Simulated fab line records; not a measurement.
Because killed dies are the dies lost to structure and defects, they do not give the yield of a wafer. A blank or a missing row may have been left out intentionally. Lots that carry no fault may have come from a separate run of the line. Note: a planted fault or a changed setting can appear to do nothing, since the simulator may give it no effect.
A struck lot beside a sound one :: flow n5-finfet :: 16 out of 1938 route steps
Sound: wafers L359.1, L359.3, L359.4. Struck: wafer L361.2; the same lot's L361.4 was not struck, so it is left out; see the end for the cause.
Order at every step that has rows: each side's tool, ch and its chambers, its first start. Under that, the readings that differ: sound wafers :: struck wafers :: difference of the means :: sigmas: that difference in standard deviations of wafers without a fault.
alike: readings with means less than 2 such deviations apart, plus words and numbers identical on both sides. not compared: withheld readings, readings lacking a value on some wafer, bounds such as >300 that could conceal the same value, and numbers that have no deviation in the record and whose values overlap.
The two part at a step that has a row with sigmas, a row that says differs or no value, or rows on one side only. Numbers that have no deviation but don't overlap get no sigmas and don't part them. A reading that every wafer of one side lacks parts them only if that side has two wafers or more.

N5_MOL_CONTACT_COAG_ETCH_106: etches SOC in N2/H2, target depth 80 nm, overetch 16 nm, time 120 s.
  sound on rie-diel-04 ch 0,1,2, day 7 23:58; struck on rie-diel-04 ch 2, day 8 08:35
  alike: drypump-motor-current-A, oes-product-au, rf-vpp-V, showerhead-plenum-p-Torr, throttle-valve-pct
  not compared: rf-hours-counter-h
then, 2 steps without rows for these wafers: N5_MOL_CONTACT_COAG_STRIP_107 (strips in N2/H2); N5_MOL_CONTACT_COAG_STRIP_108 (strips in N2/H2).
N5_MOL_CONTACT_COAG_CONTACT_ETCH_14: etches SiO2 in C4F6/O2, target depth 27.5 nm, overetch 8.5 nm, time 20 s.
  sound on rie-diel-04 ch 0,1,2, day 8 00:04; struck on rie-diel-04 ch 2, day 8 08:41
reading: mfc-ar-sccm (sccm)
sound: 301.0 297.9 298.4
struck: 301.0
difference: +1.9
sigmas: +2
  alike: drypump-motor-current-A, oes-product-au, rf-vpp-V, showerhead-plenum-p-Torr, throttle-valve-pct
  not compared: rf-hours-counter-h
then, 1 step without rows for these wafers: N5_MOL_CONTACT_COAG_STRIP_109 (strips in C4F6/O2).
N5_MOL_CONTACT_COAG_ETCH_15: etches SiNx in CH3F/O2, stops on Si:P, target depth 7 nm.
  sound on rie-diel-04 ch 0,1,2, day 8 00:06; struck on rie-diel-04 ch 2, day 8 08:43
  alike: drypump-motor-current-A, mfc-ar-sccm, oes-product-au, rf-vpp-V, showerhead-plenum-p-Torr, throttle-valve-pct
  not compared: rf-hours-counter-h
N5_MOL_CONTACT_COAG_ETCH_110: etches Si in CF4/O2, target depth 2.5 nm, time 8 s.
  sound on rie-diel-04 ch 0,1,2, day 8 00:10; struck on rie-diel-04 ch 2, day 8 08:46
  alike: drypump-motor-current-A, mfc-ar-sccm, oes-product-au, rf-vpp-V, showerhead-plenum-p-Torr, throttle-valve-pct
  not compared: rf-hours-counter-h
then, 1 step without rows for these wafers: N5_MOL_CONTACT_COAG_STRIP_98 (strips in N2/H2).
N5_MOL_CONTACT_COAG_CD_MEAS_99 targets a cd of 17.2 nm.
  struck on cd-sem-01, day 8 08:53; sound on cd-sem-02, day 8 00:16
  alike: cd-nm
then, 3 steps without rows for these wafers: N5_MOL_CONTACT_COAG_IMPLANT_129; N5_MOL_CONTACT_COAG_PRECLEAN_111 (cleans in NF3:NH3, afs cycles 1, time 20 s, sublimation time 60 s); N5_MOL_CONTACT_COAG_TI_SIL_19 (material Ti, target thk 4.2 nm, time 15 s).
N5_MOL_CONTACT_COAG_ALD_20: deposits TiN, target thk 1.5 nm, pulse time 1 s, purge time 3 s.
  sound on ald-metal-04 ch 0,1, day 8 02:14; struck on ald-metal-01 ch 2, day 8 09:29
reading: ald-cycles
sound: 68 68 68
struck: 72
difference: +4
sigmas: 
  alike: heater-power-w, precursor-pulse-height-rel
N5_MOL_CONTACT_COAG_SIL_ANNEAL_21: time 60 s.
  sound on rtp-anneal-02 ch 0, day 8 02:37; struck on rtp-anneal-01 ch 0, day 8 10:00
  alike: lamp-power-pct, wafer_temp_C_max
-- the record jumps here: 4 days lie between the struck wafers' starts before and after (it left off in module MOL_CONTACT_COAG and takes up again in module BEOL_M4, whose first step shown is number 1111 of the route) --
N5_BEOL_M4_RC_MEAS_101:
  sound on prober-02 ch 0, day 11 07:26; struck on prober-01 ch 0, day 12 01:06
reading: VT_N (mV)
sound: 247 247 246
struck: 253
difference: +6
sigmas: +2
  alike: DIBL_N, DIBL_P, IOFF_N, IOFF_P, ION_N, ION_P, SS_N, SS_P, VT_P
then, 1 step without rows for these wafers: N5_PASSIVATION_PROBE_49.

== WHERE THEY PART ==
At N5_MOL_CONTACT_COAG_CONTACT_ETCH_14 first; at N5_BEOL_M4_RC_MEAS_101 last (within this record only).

WHY: what had been put in by the simulator
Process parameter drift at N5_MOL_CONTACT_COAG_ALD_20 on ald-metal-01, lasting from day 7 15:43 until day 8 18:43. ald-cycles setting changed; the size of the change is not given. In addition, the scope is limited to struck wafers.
